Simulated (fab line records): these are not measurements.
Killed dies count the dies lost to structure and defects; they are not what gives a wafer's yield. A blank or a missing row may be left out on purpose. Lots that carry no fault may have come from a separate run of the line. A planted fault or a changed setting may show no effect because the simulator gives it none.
Which tool is to blame? / flow n5-finfet / 12 lots with 34 wafers sampled at 4 steps, on a route of 1938 steps

## WHAT THE GAUGES SHOWED, per wafer
N5_PASSIVATION_CD_MEAS_10 targets a cd of 3000 nm. Usual: cd-nm reads 3000 nm (standard deviation 3.5).
lot=L901; measured=day 12 21:05; on=cd-sem-02; cd-nm (nm)=2996 2999; flag=
lot=L903; measured=day 12 21:14; on=cd-sem-03; cd-nm (nm)=2994 2989 2998; flag=
lot=L902; measured=day 12 21:24; on=cd-sem-01; cd-nm (nm)=3000 3000 3003; flag=
lot=L906; measured=day 14 01:51; on=cd-sem-02; cd-nm (nm)=2998 2996 2997; flag=
lot=L909; measured=day 14 02:59; on=cd-sem-01; cd-nm (nm)=2995 2997 3000; flag=
lot=L910; measured=day 14 04:46; on=cd-sem-02; cd-nm (nm)=2999 2995 2999; flag=
lot=L915; measured=day 16 15:15; on=cd-sem-01; cd-nm (nm)=2998 3004 3001; flag=
lot=L920; measured=day 17 08:24; on=cd-sem-01; cd-nm (nm)=3001 3002; flag=
lot=L922; measured=day 17 08:31; on=cd-sem-03; cd-nm (nm)=3002 3005 3001; flag=
lot=L923; measured=day 17 12:01; on=cd-sem-01; cd-nm (nm)=2997 2999 3003; flag=
lot=L921; measured=day 17 18:33; on=cd-sem-03; cd-nm (nm)=2999 3004 3000; flag=
lot=L924; measured=day 17 23:34; on=cd-sem-01; cd-nm (nm)=3005 3006 3002; flag=

N5_PASSIVATION_OVL_MEAS_63. Usual: PAD_OVL 4 nm, standard deviation 4.6.
lot=L901; measured=day 12 22:58; on=overlay-02; PAD_OVL (nm)=1 7; flag=
lot=L903; measured=day 12 23:35; on=overlay-02; PAD_OVL (nm)=6 6 8; flag=
lot=L902; measured=day 12 23:52; on=overlay-02; PAD_OVL (nm)=7 5 1; flag=
lot=L906; measured=day 14 03:19; on=overlay-02; PAD_OVL (nm)=12 6 5; flag=
lot=L909; measured=day 14 05:40; on=overlay-01; PAD_OVL (nm)=2 3 6; flag=
lot=L910; measured=day 14 06:33; on=overlay-01; PAD_OVL (nm)=8 8 7; flag=
lot=L915; measured=day 16 17:28; on=overlay-02; PAD_OVL (nm)=9 3 1; flag=
lot=L920; measured=day 17 10:07; on=overlay-01; PAD_OVL (nm)=7 5; flag=
lot=L922; measured=day 17 10:19; on=overlay-02; PAD_OVL (nm)=0 3 0; flag=
lot=L923; measured=day 17 13:32; on=overlay-02; PAD_OVL (nm)=3 5 3; flag=
lot=L921; measured=day 17 20:17; on=overlay-01; PAD_OVL (nm)=-3 1 1; flag=
lot=L924; measured=day 18 01:01; on=overlay-02; PAD_OVL (nm)=3 4 5; flag=

## WHAT TOOL EACH LOT RAN ON (gives the tool, then ch and the chambers of the sampled wafers, and finally the start)
lot=L901; N5_BEOL_M7_STRIP_80=rie-diel-02 ch 1,3, day 9 11:31; N5_PASSIVATION_SPUTTER_20=pvd-sputter-02, day 12 22:22
lot=L903; N5_BEOL_M7_STRIP_80=rie-diel-05 ch 0,2, day 9 13:41; N5_PASSIVATION_SPUTTER_20=pvd-sputter-02, day 12 22:56
lot=L902; N5_BEOL_M7_STRIP_80=rie-diel-05 ch 0,1,2, day 10 08:52; N5_PASSIVATION_SPUTTER_20=pvd-sputter-01, day 12 23:16
lot=L906; N5_BEOL_M7_STRIP_80=rie-diel-05 ch 0,1,2, day 10 19:46; N5_PASSIVATION_SPUTTER_20=pvd-sputter-02, day 14 02:43
lot=L909; N5_BEOL_M7_STRIP_80=rie-diel-05 ch 0,1,3, day 11 03:34; N5_PASSIVATION_SPUTTER_20=pvd-sputter-01, day 14 05:04
lot=L910; N5_BEOL_M7_STRIP_80=rie-diel-05 ch 0,1,3, day 11 11:05; N5_PASSIVATION_SPUTTER_20=pvd-sputter-03, day 14 05:57
lot=L915; N5_BEOL_M7_STRIP_80=rie-diel-06 ch 0,2,3, day 13 04:26; N5_PASSIVATION_SPUTTER_20=pvd-sputter-02, day 16 16:44
lot=L920; N5_BEOL_M7_STRIP_80=rie-diel-02 ch 2,3, day 14 05:25; N5_PASSIVATION_SPUTTER_20=pvd-sputter-03, day 17 09:23
lot=L922; N5_BEOL_M7_STRIP_80=rie-diel-05 ch 0,2,3, day 14 07:25; N5_PASSIVATION_SPUTTER_20=pvd-sputter-02, day 17 09:43
lot=L923; N5_BEOL_M7_STRIP_80=rie-diel-02 ch 2,3, day 14 14:36; N5_PASSIVATION_SPUTTER_20=pvd-sputter-01, day 17 12:56
lot=L921; N5_BEOL_M7_STRIP_80=rie-diel-06 ch 0,1,3, day 14 15:07; N5_PASSIVATION_SPUTTER_20=pvd-sputter-02, day 17 19:32
lot=L924; N5_BEOL_M7_STRIP_80=rie-diel-05 ch 0,2,3, day 15 03:09; N5_PASSIVATION_SPUTTER_20=pvd-sputter-03, day 18 00:25
- N5_BEOL_M7_STRIP_80: strips in N2/H2, time 10 s.
- N5_PASSIVATION_SPUTTER_20: material TaN, target thk 50 nm.

## WHAT THE TOOLS THEMSELVES READ (means of the sampled wafers that have a number; where no wafer has one, the mark that the record gives instead)
N5_BEOL_M7_STRIP_80. Usual: drypump-motor-current-A 5.9 A, standard deviation 0.35; n2-flow-sccm 200.0 sccm, standard deviation 0.53; oes-product-au 0.77 a.u., standard deviation 0.069; rf-vpp-V 59.0 V, standard deviation 0.92; showerhead-plenum-p-Torr 2.48 Torr, standard deviation 0.11; throttle-valve-pct 23.6 %, standard deviation 0.35.
lot=L901; tool=rie-diel-02; drypump-motor-current-A (A)=6.1; n2-flow-sccm (sccm)=200.4; oes-product-au (a.u.)=0.76; rf-vpp-V (V)=58.8; showerhead-plenum-p-Torr (Torr)=2.41; throttle-valve-pct (%)=23.5; flag=
lot=L903; tool=rie-diel-05; drypump-motor-current-A (A)=5.8; n2-flow-sccm (sccm)=200.0; oes-product-au (a.u.)=0.79; rf-vpp-V (V)=58.6; showerhead-plenum-p-Torr (Torr)=2.38; throttle-valve-pct (%)=23.3; flag=
lot=L902; tool=rie-diel-05; drypump-motor-current-A (A)=5.7; n2-flow-sccm (sccm)=199.9; oes-product-au (a.u.)=0.77; rf-vpp-V (V)=59.6; showerhead-plenum-p-Torr (Torr)=2.40; throttle-valve-pct (%)=23.6; flag=
lot=L906; tool=rie-diel-05; drypump-motor-current-A (A)=5.7; n2-flow-sccm (sccm)=199.9; oes-product-au (a.u.)=0.76; rf-vpp-V (V)=58.4; showerhead-plenum-p-Torr (Torr)=2.40; throttle-valve-pct (%)=23.6; flag=
lot=L909; tool=rie-diel-05; drypump-motor-current-A (A)=5.6; n2-flow-sccm (sccm)=199.8; oes-product-au (a.u.)=0.77; rf-vpp-V (V)=59.3; showerhead-plenum-p-Torr (Torr)=2.50; throttle-valve-pct (%)=23.8; flag=
lot=L910; tool=rie-diel-05; drypump-motor-current-A (A)=5.6; n2-flow-sccm (sccm)=200.1; oes-product-au (a.u.)=0.77; rf-vpp-V (V)=59.2; showerhead-plenum-p-Torr (Torr)=2.50; throttle-valve-pct (%)=23.8; flag=
lot=L915; tool=rie-diel-06; drypump-motor-current-A (A)=6.1; n2-flow-sccm (sccm)=200.3; oes-product-au (a.u.)=0.81; rf-vpp-V (V)=59.5; showerhead-plenum-p-Torr (Torr)=2.56; throttle-valve-pct (%)=23.6; flag=
lot=L920; tool=rie-diel-02; drypump-motor-current-A (A)=6.0; n2-flow-sccm (sccm)=199.4; oes-product-au (a.u.)=0.80; rf-vpp-V (V)=60.2; showerhead-plenum-p-Torr (Torr)=2.56; throttle-valve-pct (%)=23.7; flag=
lot=L922; tool=rie-diel-05; drypump-motor-current-A (A)=5.8; n2-flow-sccm (sccm)=200.0; oes-product-au (a.u.)=0.76; rf-vpp-V (V)=59.3; showerhead-plenum-p-Torr (Torr)=2.47; throttle-valve-pct (%)=23.5; flag=
lot=L923; tool=rie-diel-02; drypump-motor-current-A (A)=6.0; n2-flow-sccm (sccm)=199.8; oes-product-au (a.u.)=0.81; rf-vpp-V (V)=58.7; showerhead-plenum-p-Torr (Torr)=2.52; throttle-valve-pct (%)=23.6; flag=
lot=L921; tool=rie-diel-06; drypump-motor-current-A (A)=6.2; n2-flow-sccm (sccm)=200.4; oes-product-au (a.u.)=0.88; rf-vpp-V (V)=59.3; showerhead-plenum-p-Torr (Torr)=2.58; throttle-valve-pct (%)=23.4; flag=
lot=L924; tool=rie-diel-05; drypump-motor-current-A (A)=5.8; n2-flow-sccm (sccm)=200.0; oes-product-au (a.u.)=0.76; rf-vpp-V (V)=59.2; showerhead-plenum-p-Torr (Torr)=2.47; throttle-valve-pct (%)=23.5; flag=

N5_PASSIVATION_SPUTTER_20. Usual: throttle-valve-pct reads 30.4 % (standard deviation 0.91).
lot=L901; tool=pvd-sputter-02; throttle-valve-pct (%)=31.0; flag=
lot=L903; tool=pvd-sputter-02; throttle-valve-pct (%)=30.3; flag=
lot=L902; tool=pvd-sputter-01; throttle-valve-pct (%)=30.5; flag=
lot=L906; tool=pvd-sputter-02; throttle-valve-pct (%)=29.6; flag=
lot=L909; tool=pvd-sputter-01; throttle-valve-pct (%)=30.1; flag=
lot=L910; tool=pvd-sputter-03; throttle-valve-pct (%)=30.6; flag=
lot=L915; tool=pvd-sputter-02; throttle-valve-pct (%)=30.5; flag=
lot=L920; tool=pvd-sputter-03; throttle-valve-pct (%)=30.4; flag=
lot=L922; tool=pvd-sputter-02; throttle-valve-pct (%)=30.9; flag=
lot=L923; tool=pvd-sputter-01; throttle-valve-pct (%)=30.6; flag=
lot=L921; tool=pvd-sputter-02; throttle-valve-pct (%)=30.5; flag=
lot=L924; tool=pvd-sputter-03; throttle-valve-pct (%)=30.3; flag=

## THE ANSWER, worked out from the rows above alone
Rule: take the mean of a lot's wafers that have a number; if it is more than 3 standard deviations from the usual mean, the lot is off. Also off: a lot with no number at a reading for which 4 or more lots have one. The other lots that the step has rows for count as sound. Order of review: gauges by route order, followed by the tools' own readings, for which a lot's mean as printed above is used. At the first step where some lot is off, the reading lying furthest off is the one used; lots without a number count as furthest.
Across all readings shown, no lot is off: no conclusion can be drawn from this.

## WHAT WAS PUT IN BY THE SIMULATOR
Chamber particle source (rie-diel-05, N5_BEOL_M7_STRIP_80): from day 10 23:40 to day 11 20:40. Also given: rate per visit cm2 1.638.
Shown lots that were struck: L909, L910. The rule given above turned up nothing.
